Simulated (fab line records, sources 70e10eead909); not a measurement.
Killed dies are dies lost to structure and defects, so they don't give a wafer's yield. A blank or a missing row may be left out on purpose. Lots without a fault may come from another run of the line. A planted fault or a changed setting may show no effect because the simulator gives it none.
Which tool did it? | flow nand_harc | 24 lots, 72 wafers sampled, at 6 steps of a route of 1302

WHAT THE GAUGES READ, wafer by wafer
NHARC_A_BLC_OVL_MEAS_11. Usual: overlay_x_nm -0.3 nm, standard deviation 0.76; overlay_y_nm 0.1 nm, standard deviation 0.73.
lot  | measured     | on         | overlay_x_nm (nm) | overlay_y_nm (nm) | flag
L075 | day 23 04:42 | overlay-02 | -0.6 0.1 0.0      | 0.3 0.2 -0.1      |
L074 | day 23 05:26 | overlay-01 | -1.0 -0.7 -0.9    | 0.2 -0.4 0.4      |
L076 | day 23 10:40 | overlay-01 | -1.1 -0.3 -0.6    | 0.5 0.4 1.1       |
L077 | day 24 21:47 | overlay-02 | 0.8 0.8 0.6       | 0.1 0.1 0.4       |
L080 | day 25 00:53 | overlay-02 | 0.1 -0.8 -0.4     | -0.5 -0.6 -0.3    |
L078 | day 25 03:15 | overlay-01 | -1.2 -0.8 -1.1    | -0.1 0.0 -0.1     |
L079 | day 25 06:59 | overlay-01 | -0.1 0.3 -0.3     | 1.0 1.2 0.5       |
L081 | day 25 09:17 | overlay-02 | -0.9 -0.4 -1.1    | -1.1 -0.5 -0.3    |
L082 | day 26 02:34 | overlay-01 | -0.1 0.0 -0.3     | 0.5 0.9 1.0       |
L083 | day 26 03:10 | overlay-01 | 0.2 0.6 1.2       | -0.6 -1.6 -1.0    |
L085 | day 26 18:15 | overlay-01 | 0.1 -0.3 -0.1     | 0.3 0.3 0.0       |
L084 | day 27 00:24 | overlay-01 | -0.2 -0.1 -0.2    | -0.2 0.2 0.4      |
L086 | day 27 13:52 | overlay-02 | 0.2 0.2 0.0       | 0.2 0.3 -0.2      |
L088 | day 28 07:08 | overlay-01 | 0.3 0.7 0.6       | 0.8 1.3 1.2       |
L087 | day 28 08:26 | overlay-01 | 0.2 -0.4 -0.2     | 0.3 1.0 0.9       |
L089 | day 28 13:28 | overlay-01 | 0.0 0.0 0.0       | 1.2 2.1 1.7       |
L090 | day 28 19:58 | overlay-02 | -1.8 -1.9 -1.9    | -1.0 -0.5 -0.9    |
L091 | day 30 10:56 | overlay-01 | 0.9 0.4 0.5       | -0.6 -0.9 -0.7    |
L093 | day 30 20:08 | overlay-01 | 1.2 0.2 0.6       | -0.9 -1.5 -1.2    |
L092 | day 30 21:20 | overlay-01 | -0.8 -0.9 -0.7    | 0.3 0.1 0.6       |
L095 | day 31 06:46 | overlay-01 | -0.7 -0.9 -0.2    | 0.7 0.4 0.7       |
L094 | day 31 11:02 | overlay-02 | 0.2 0.3 -0.3      | 0.1 0.5 0.6       |
L096 | day 31 14:26 | overlay-02 | -1.7 -2.0 -1.9    | 0.2 0.4 0.2       |
L097 | day 32 09:46 | overlay-02 | 0.2 0.3 -0.1      | 0.2 0.5 0.7       |

NHARC_A_M0_INSPECT_27. Usual: raw_defect_count 525, standard deviation 110.
lot  | measured     | on                | raw_defect_count | flag
L075 | day 23 11:25 | defect_inspect-02 | 445 457 393      |
L074 | day 23 12:04 | defect_inspect-01 | 463 579 411      |
L076 | day 23 17:27 | defect_inspect-02 | 454 579 481      |
L077 | day 25 04:44 | defect_inspect-01 | 473 544 862      |
L080 | day 25 07:47 | defect_inspect-01 | 556 535 621      |
L078 | day 25 10:10 | defect_inspect-02 | 505 741 484      |
L079 | day 25 13:59 | defect_inspect-01 | 485 609 440      |
L081 | day 25 16:31 | defect_inspect-01 | 455 415 453      |
L082 | day 26 09:14 | defect_inspect-01 | 528 473 501      |
L083 | day 26 09:45 | defect_inspect-01 | 647 517 515      |
L085 | day 27 00:51 | defect_inspect-02 | 767 663 728      |
L084 | day 27 07:04 | defect_inspect-01 | 401 415 310      |
L086 | day 27 20:28 | defect_inspect-01 | 565 527 478      |
L088 | day 28 13:47 | defect_inspect-02 | 615 676 631      |
L087 | day 28 15:03 | defect_inspect-01 | 476 508 449      |
L089 | day 28 20:08 | defect_inspect-01 | 587 524 439      |
L090 | day 29 02:26 | defect_inspect-02 | 488 626 526      |
L091 | day 30 17:39 | defect_inspect-02 | 393 461 403      |
L093 | day 31 03:25 | defect_inspect-01 | 456 441 473      |
L092 | day 31 04:38 | defect_inspect-01 | 458 521 472      |
L095 | day 31 13:26 | defect_inspect-02 | 543 530 656      |
L094 | day 31 18:05 | defect_inspect-01 | 599 485 639      |
L096 | day 31 20:55 | defect_inspect-01 | 512 569 289      |
L097 | day 32 16:28 | defect_inspect-01 | 733 666 642      |

NHARC_A_M1_THK_MEAS_24: measures by xrf. Usual: thk_nm 154.1 nm, standard deviation 1.4.
lot  | measured     | on            | thk_nm (nm)       | flag
L075 | day 23 15:23 | film_metro-02 | 154.0 152.1 152.4 |
L074 | day 23 16:29 | film_metro-02 | 156.3 154.3 152.5 |
L076 | day 23 21:22 | film_metro-02 | 156.0 155.7 156.3 |
L077 | day 25 08:44 | film_metro-01 | 153.3 152.2 155.2 |
L080 | day 25 11:47 | film_metro-02 | 156.1 151.7 153.7 |
L078 | day 25 14:07 | film_metro-01 | 155.3 155.6 152.6 |
L079 | day 25 17:58 | film_metro-01 | 152.5 154.6 154.6 |
L081 | day 25 20:32 | film_metro-02 | 153.6 155.8 152.6 |
L082 | day 26 13:14 | film_metro-01 | 153.4 155.5 154.7 |
L083 | day 26 13:44 | film_metro-02 | 152.3 152.4 151.2 |
L085 | day 27 04:50 | film_metro-02 | 155.3 154.1 155.9 |
L084 | day 27 11:32 | film_metro-02 | 153.8 154.4 155.8 |
L086 | day 28 00:29 | film_metro-01 | 153.2 154.7 153.9 |
L088 | day 28 17:47 | film_metro-02 | 154.2 153.6 155.2 |
L087 | day 28 18:56 | film_metro-01 | 154.9 155.2 154.3 |
L089 | day 29 00:07 | film_metro-01 | 154.9 152.4 154.5 |
L090 | day 29 06:31 | film_metro-01 | 155.6 153.3 154.0 |
L091 | day 30 21:38 | film_metro-01 | 152.9 153.9 153.4 |
L093 | day 31 07:25 | film_metro-02 | 153.9 153.2 153.3 |
L092 | day 31 08:50 | film_metro-01 | 154.2 154.6 155.3 |
L095 | day 31 17:27 | film_metro-01 | 154.4 153.4 153.7 |
L094 | day 31 21:58 | film_metro-01 | 151.8 154.0 153.3 |
L096 | day 32 00:55 | film_metro-01 | 155.6 154.6 154.7 |
L097 | day 32 20:29 | film_metro-02 | 154.1 154.8 154.2 |

WHICH TOOL RAN EACH LOT (tool, then ch and the chambers of the sampled wafers, then the start)
lot  | NHARC_A_M0_ETCH_34                 | NHARC_A_M0_ETCH_15                            | NHARC_A_M0_PRE_CLEAN_29
L075 | rie_diel-06 ch 1,2, day 23 09:02   | rie_diel-06 ch 1,2,3, day 23 11:25 or earlier | pvd_sputter-03, day 23 11:25 or earlier
L074 | rie_diel-06 ch 0,1,3, day 23 09:41 | rie_diel-06 ch 1,2,3, day 23 12:04 or earlier | pvd_sputter-02, day 23 12:04 or earlier
L076 | rie_diel-06 ch 2,3, day 23 15:04   | rie_diel-06 ch 2,3, day 23 17:27 or earlier   | pvd_sputter-03, day 23 17:27 or earlier
L077 | rie_diel-06 ch 2,3, day 25 02:16   | rie_diel-06 ch 2,3, day 25 02:23              | pvd_sputter-01, day 25 04:44 or earlier
L080 | rie_diel-06 ch 0,2,3, day 25 05:23 | rie_diel-06 ch 0,3, day 25 07:47 or earlier   | pvd_sputter-02, day 25 07:47 or earlier
L078 | rie_diel-06 ch 0,2, day 25 07:43   | rie_diel-06 ch 0,3, day 25 10:10 or earlier   | pvd_sputter-03, day 25 10:10 or earlier
L079 | rie_diel-06 ch 0,2,3, day 25 11:31 | rie_diel-06 ch 2,3, day 25 13:59 or earlier   | pvd_sputter-03, day 25 13:59 or earlier
L081 | rie_diel-03 ch 0,1,3, day 25 14:05 | rie_diel-03 ch 0,2, day 25 16:31 or earlier   | pvd_sputter-02, day 25 16:31 or earlier
L082 | rie_diel-07 ch 0,3, day 26 06:51   | rie_diel-07 ch 2,3, day 26 09:14 or earlier   | pvd_sputter-01, day 26 09:14 or earlier
L083 | rie_diel-07 ch 0,2,3, day 26 07:23 | rie_diel-07 ch 0,2,3, day 26 09:45 or earlier | pvd_sputter-01, day 26 09:45 or earlier
L085 | rie_diel-07 ch 1,2,3, day 26 22:28 | rie_diel-07 ch 1,2,3, day 27 00:51 or earlier | pvd_sputter-01, day 27 00:51 or earlier
L084 | rie_diel-06 ch 0,1, day 27 04:39   | rie_diel-06 ch 0,3, day 27 07:04 or earlier   | pvd_sputter-01, day 27 07:04 or earlier
L086 | rie_diel-06 ch 0,1,2, day 27 18:04 | rie_diel-06 ch 0,1,3, day 27 20:28 or earlier | pvd_sputter-03, day 27 20:28 or earlier
L088 | rie_diel-07 ch 0,2,3, day 28 11:23 | rie_diel-07 ch 0,2,3, day 28 13:47 or earlier | pvd_sputter-01, day 28 13:47 or earlier
L087 | rie_diel-06 ch 0,2,3, day 28 12:40 | rie_diel-06 ch 1,2,3, day 28 15:03 or earlier | pvd_sputter-02, day 28 15:03 or earlier
L089 | rie_diel-07 ch 0,2, day 28 17:41   | rie_diel-07 ch 0,3, day 28 20:08 or earlier   | pvd_sputter-03, day 28 20:08 or earlier
L090 | rie_diel-07 ch 0,1,2, day 29 00:04 | rie_diel-07 ch 0,1,2, day 29 02:26 or earlier | pvd_sputter-03, day 29 02:26 or earlier
L091 | rie_diel-06 ch 1,2,3, day 30 15:09 | rie_diel-06 ch 0,1,3, day 30 17:39 or earlier | pvd_sputter-01, day 30 17:39 or earlier
L093 | rie_diel-06 ch 1,2,3, day 31 01:02 | rie_diel-06 ch 0,1,2, day 31 03:25 or earlier | pvd_sputter-03, day 31 03:25 or earlier
L092 | rie_diel-07 ch 0,2,3, day 31 02:14 | rie_diel-07 ch 0,2,3, day 31 04:38 or earlier | pvd_sputter-01, day 31 04:38 or earlier
L095 | rie_diel-06 ch 1,2, day 31 11:04   | rie_diel-06 ch 0,2,3, day 31 13:26 or earlier | pvd_sputter-02, day 31 13:26 or earlier
L094 | rie_diel-03 ch 0,1,2, day 31 15:16 | rie_diel-03 ch 1,2, day 31 18:05 or earlier   | pvd_sputter-03, day 31 18:05 or earlier
L096 | rie_diel-07 ch 1,2,3, day 31 18:32 | rie_diel-07 ch 0,2, day 31 20:55 or earlier   | pvd_sputter-03, day 31 20:55 or earlier
L097 | rie_diel-07 ch 1,2, day 32 14:04   | rie_diel-07 ch 0,2,3, day 32 16:28 or earlier | pvd_sputter-01, day 32 16:28 or earlier
- NHARC_A_M0_ETCH_34: etches the open film in N2/H2, target depth 40 nm, overetch 12 nm, time 43.94 s.
- NHARC_A_M0_ETCH_15: etches the open film in C4F8/Ar, target depth 150 nm, overetch 15 nm, time 82.5 s.
- NHARC_A_M0_PRE_CLEAN_29: time 30 s.

WHAT THE TOOLS THEMSELVES READ (means of the sampled wafers that have a number; where no wafer has one, the mark that the record gives instead)
NHARC_A_M0_ETCH_34. Usual: drypump_motor_current_A 5.9 A, standard deviation 0.34; n2_flow_sccm 150.0 sccm, standard deviation 0.44; oes_product_au 1.000 a.u., standard deviation 0.0073; rf_vpp_V 432.1 V, standard deviation 1.6; showerhead_plenum_p_Torr 2.10 Torr, standard deviation 0.05; throttle_valve_pct 14.172 %, standard deviation 0.0092.
lot  | tool        | drypump_motor_current_A (A) | n2_flow_sccm (sccm) | oes_product_au (a.u.) | rf_vpp_V (V) | showerhead_plenum_p_Torr (Torr) | throttle_valve_pct (%) | flag
L075 | rie_diel-06 | 5.8                         | 150.0               | 1.004                 | 433.4        | 2.12                            | 14.168                 |
L074 | rie_diel-06 | 6.0                         | 149.8               | 0.997                 | 432.0        | 2.11                            | 14.166                 |
L076 | rie_diel-06 | 5.6                         | 149.8               | 1.000                 | 433.3        | 2.13                            | 14.179                 |
L077 | rie_diel-06 | 5.7                         | 149.8               | 0.997                 | 433.0        | 2.13                            | 14.170                 |
L080 | rie_diel-06 | 5.7                         | 149.8               | 0.995                 | 432.4        | 2.12                            | 14.174                 |
L078 | rie_diel-06 | 5.8                         | 150.1               | 1.006                 | 432.6        | 2.10                            | 14.175                 |
L079 | rie_diel-06 | 5.7                         | 150.0               | 0.988                 | 432.2        | 2.12                            | 14.169                 |
L081 | rie_diel-03 | 6.2                         | 150.1               | 1.003                 | 429.3        | 1.99                            | 14.181                 |
L082 | rie_diel-07 | 6.2                         | 150.3               | 1.006                 | 432.7        | 2.12                            | 14.177                 |
L083 | rie_diel-07 | 6.0                         | 149.9               | 0.999                 | 432.7        | 2.10                            | 14.177                 |
L085 | rie_diel-07 | 6.0                         | 149.8               | 1.004                 | 432.2        | 2.11                            | 14.167                 |
L084 | rie_diel-06 | 6.2                         | 149.8               | 1.009                 | 431.6        | 2.10                            | 14.169                 |
L086 | rie_diel-06 | 6.0                         | 149.7               | 1.002                 | 431.1        | 2.11                            | 14.172                 |
L088 | rie_diel-07 | 6.0                         | 150.1               | 1.004                 | 432.1        | 2.10                            | 14.180                 |
L087 | rie_diel-06 | 5.7                         | 149.9               | 1.001                 | 433.2        | 2.11                            | 14.182                 |
L089 | rie_diel-07 | 6.2                         | 150.1               | 0.996                 | 433.4        | 2.12                            | 14.159                 |
L090 | rie_diel-07 | 6.2                         | 149.9               | 1.001                 | 432.2        | 2.13                            | 14.166                 |
L091 | rie_diel-06 | 5.9                         | 149.9               | 1.004                 | 432.1        | 2.12                            | 14.174                 |
L093 | rie_diel-06 | 5.9                         | 150.2               | 0.995                 | 432.7        | 2.12                            | 14.178                 |
L092 | rie_diel-07 | 6.0                         | 150.2               | 1.003                 | 431.7        | 2.10                            | 14.176                 |
L095 | rie_diel-06 | 6.1                         | 150.4               | 0.999                 | 432.4        | 2.11                            | 14.175                 |
L094 | rie_diel-03 | 6.1                         | 150.2               | 0.998                 | 430.1        | 1.98                            | 14.164                 |
L096 | rie_diel-07 | 6.0                         | 149.9               | 0.989                 | 432.4        | 2.11                            | 14.175                 |
L097 | rie_diel-07 | 6.0                         | 150.0               | 0.993                 | 431.6        | 2.11                            | 14.174                 |

NHARC_A_M0_ETCH_15. Usual: oes_product_au 0.952 a.u., standard deviation 0.022; rf_vpp_V 442.4 V, standard deviation 1.6.
lot  | tool        | oes_product_au (a.u.) | rf_vpp_V (V) | flag
L075 | rie_diel-06 | 0.975                 | 442.8        |
L074 | rie_diel-06 | 0.964                 | 442.9        |
L076 | rie_diel-06 | 0.921                 | 443.0        |
L077 | rie_diel-06 | 0.950                 | 442.5        |
L080 | rie_diel-06 | 0.964                 | 443.2        |
L078 | rie_diel-06 | 0.928                 | 443.7        |
L079 | rie_diel-06 | 0.962                 | 442.7        |
L081 | rie_diel-03 | 0.926                 | 438.9        |
L082 | rie_diel-07 | 0.944                 | 441.7        |
L083 | rie_diel-07 | 0.927                 | 442.6        |
L085 | rie_diel-07 | 0.969                 | 443.2        |
L084 | rie_diel-06 | 0.931                 | 442.0        |
L086 | rie_diel-06 | 0.926                 | 442.4        |
L088 | rie_diel-07 | 0.960                 | 443.0        |
L087 | rie_diel-06 | 0.972                 | 443.6        |
L089 | rie_diel-07 | 0.955                 | 442.7        |
L090 | rie_diel-07 | 0.965                 | 442.8        |
L091 | rie_diel-06 | 0.968                 | 442.3        |
L093 | rie_diel-06 | 0.965                 | 443.3        |
L092 | rie_diel-07 | 0.973                 | 443.4        |
L095 | rie_diel-06 | 0.968                 | 442.6        |
L094 | rie_diel-03 | 0.958                 | 438.3        |
L096 | rie_diel-07 | 0.925                 | 442.3        |
L097 | rie_diel-07 | 0.942                 | 442.8        |

NHARC_A_M0_PRE_CLEAN_29. Usual: heater_power_w 396 W, standard deviation 44.
lot  | tool           | heater_power_w (W) | flag
L075 | pvd_sputter-03 | 347                |
L074 | pvd_sputter-02 | 404                |
L076 | pvd_sputter-03 | 385                |
L077 | pvd_sputter-01 | 424                |
L080 | pvd_sputter-02 | 378                |
L078 | pvd_sputter-03 | 373                |
L079 | pvd_sputter-03 | 389                |
L081 | pvd_sputter-02 | 373                |
L082 | pvd_sputter-01 | 420                |
L083 | pvd_sputter-01 | 461                |
L085 | pvd_sputter-01 | 426                |
L084 | pvd_sputter-01 | 428                |
L086 | pvd_sputter-03 | 384                |
L088 | pvd_sputter-01 | 388                |
L087 | pvd_sputter-02 | 402                |
L089 | pvd_sputter-03 | 383                |
L090 | pvd_sputter-03 | 384                |
L091 | pvd_sputter-01 | 424                |
L093 | pvd_sputter-03 | 370                |
L092 | pvd_sputter-01 | 422                |
L095 | pvd_sputter-02 | 370                |
L094 | pvd_sputter-03 | 369                |
L096 | pvd_sputter-03 | 370                |
L097 | pvd_sputter-01 | 403                |

THE ANSWER, worked out from the rows above alone
Rule: a lot is off if the mean of its wafers that have a number lies more than 3 standard deviations from the usual mean. A lot without any number at a reading at which 4 lots or more have one is off too. The other lots that the step has rows for count as sound. The gauges are gone through in route order, then the tools' own readings, and for those a lot's mean is taken as printed above. The first step at which some lot is off is used, and at that step the reading that is off furthest; a lot without a number counts as furthest.
No lot is off at any reading shown: from this, nothing can be told.

WHAT THE SIMULATOR HAD PUT IN
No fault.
